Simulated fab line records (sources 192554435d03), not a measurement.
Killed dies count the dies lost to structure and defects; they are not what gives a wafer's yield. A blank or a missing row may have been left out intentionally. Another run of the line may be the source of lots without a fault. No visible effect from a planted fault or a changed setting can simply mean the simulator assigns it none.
Which tool is to blame? + flow n5-finfet + Sampling: 9 lots, 25 wafers, 4 of 1938 route steps

WHAT EACH GAUGE READ, for each wafer
N5_BEOL_M0_SAQP_INSPECT_42: inspects for defects (brightfield).
| lot  | measured     | on                | raw-defect-count |
|------|--------------|-------------------|------------------|
| L548 | day 6 21:31  | defect-inspect-01 | 344 349 432      |
| L549 | day 7 05:05  | defect-inspect-01 | 241 242 257      |
| L550 | day 7 11:59  | defect-inspect-01 | 524 391 339      |
| L551 | day 7 14:40  | defect-inspect-02 | 203 213 301      |
| L562 | day 11 05:16 | defect-inspect-02 | 298 364 2020     |
| L560 | day 11 09:27 | defect-inspect-01 | 2004 238 1929    |
| L564 | day 11 12:16 | defect-inspect-02 | 586 351 358      |
| L565 | day 11 13:34 | defect-inspect-01 | 390 263          |
| L566 | day 12 01:35 | defect-inspect-01 | 250 341          |

WHICH TOOL RAN EACH LOT (tool, then ch and the chambers of the sampled wafers, then the start)
| lot  | N5_BEOL_M0_SAQP_MANDREL_ETCH_20  | N5_BEOL_M0_SAQP_SPACER1_ETCHBACK_99 | N5_BEOL_M0_SAQP_ETCH_101           |
|------|----------------------------------|-------------------------------------|------------------------------------|
| L548 | rie-si-06 ch 0,2, day 6 17:48    | rie-diel-01 ch 0,1,3, day 6 18:53   | rie-diel-01 ch 1,2, day 6 19:07    |
| L549 | rie-si-03 ch 0,1,2, day 7 00:59  | rie-diel-03 ch 0,2,3, day 7 02:40   | rie-diel-01 ch 0,3, day 7 02:53    |
| L550 | rie-si-03 ch 0,3, day 7 08:29    | rie-diel-03 ch 0,1,3, day 7 09:38   | rie-diel-02 ch 1,3, day 7 09:52    |
| L551 | rie-si-06 ch 1,2,3, day 7 10:32  | rie-diel-01 ch 0,3, day 7 11:52     | rie-diel-02 ch 0,1, day 7 12:13    |
| L562 | rie-si-03 ch 0,1,3, day 11 01:12 | rie-diel-01 ch 1,2,3, day 11 02:25  | rie-diel-03 ch 0,3, day 11 02:40   |
| L560 | rie-si-03 ch 0,3, day 11 04:32   | rie-diel-01 ch 2,3, day 11 06:52    | rie-diel-02 ch 0,1,3, day 11 07:10 |
| L564 | rie-si-02 ch 0,1,3, day 11 08:11 | rie-diel-01 ch 1,2,3, day 11 09:25  | rie-diel-01 ch 0,1,2, day 11 09:47 |
| L565 | rie-si-02 ch 0,2, day 11 09:49   | rie-diel-02 ch 1,3, day 11 11:08    | rie-diel-02 ch 0,2, day 11 11:22   |
| L566 | rie-si-02 ch 0,2, day 11 18:25   | rie-diel-01 ch 0,1, day 11 22:51    | rie-diel-02 ch 0,2, day 11 23:05   |
- N5_BEOL_M0_SAQP_MANDREL_ETCH_20: etches a-Si in HBr/Cl2, stops on SiNx, target depth 60 nm, bt time 10 s, time 30 s.
- N5_BEOL_M0_SAQP_SPACER1_ETCHBACK_99: etches SiO2 in CHF3/O2, target depth 15.4 nm, time 7.7 s.
- N5_BEOL_M0_SAQP_ETCH_101: etches SiNx in CH3F/O2, target depth 29.9 nm, time 42.7 s.

THE ANSWER, worked out from the rows above alone
Rule: usual is defined by the lots themselves. Put in order of their means at a reading, lots are off if they are a third of the lots or fewer, leave a main group of 4 or more, and stand apart from it by a gap of 3 or more times the standard deviation of the main group's means; of several such gaps the widest counts. The tables above print the reading to a certain number of digits; a main group whose means all agree to those digits is not used. Also off: a lot with no number at a reading for which 4 or more lots have one. Any other lot the step has rows for is counted as sound.
Off: L562, L560 (N5_BEOL_M0_SAQP_INSPECT_42, raw-defect-count). Main group: mean 333, sd 72.
A tool fits if, at a process step before that reading, it ran every lot that is off, and no sound lot after the first of them. Gauges at N5_BEOL_M0_SAQP_INSPECT_42: tried the same way as those tools. One fits: N5_BEOL_M0_SAQP_MANDREL_ETCH_20 on rie-si-03. Its last sound lot is L550 (day 7 08:29), its first lot that is off L562 (day 11 01:12): a fault that began between those two fits.

WHAT HAD BEEN PUT IN BY THE SIMULATOR
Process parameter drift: rie-si-03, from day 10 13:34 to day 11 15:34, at N5_BEOL_M0_SAQP_MANDREL_ETCH_20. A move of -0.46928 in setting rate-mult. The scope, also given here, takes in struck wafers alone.
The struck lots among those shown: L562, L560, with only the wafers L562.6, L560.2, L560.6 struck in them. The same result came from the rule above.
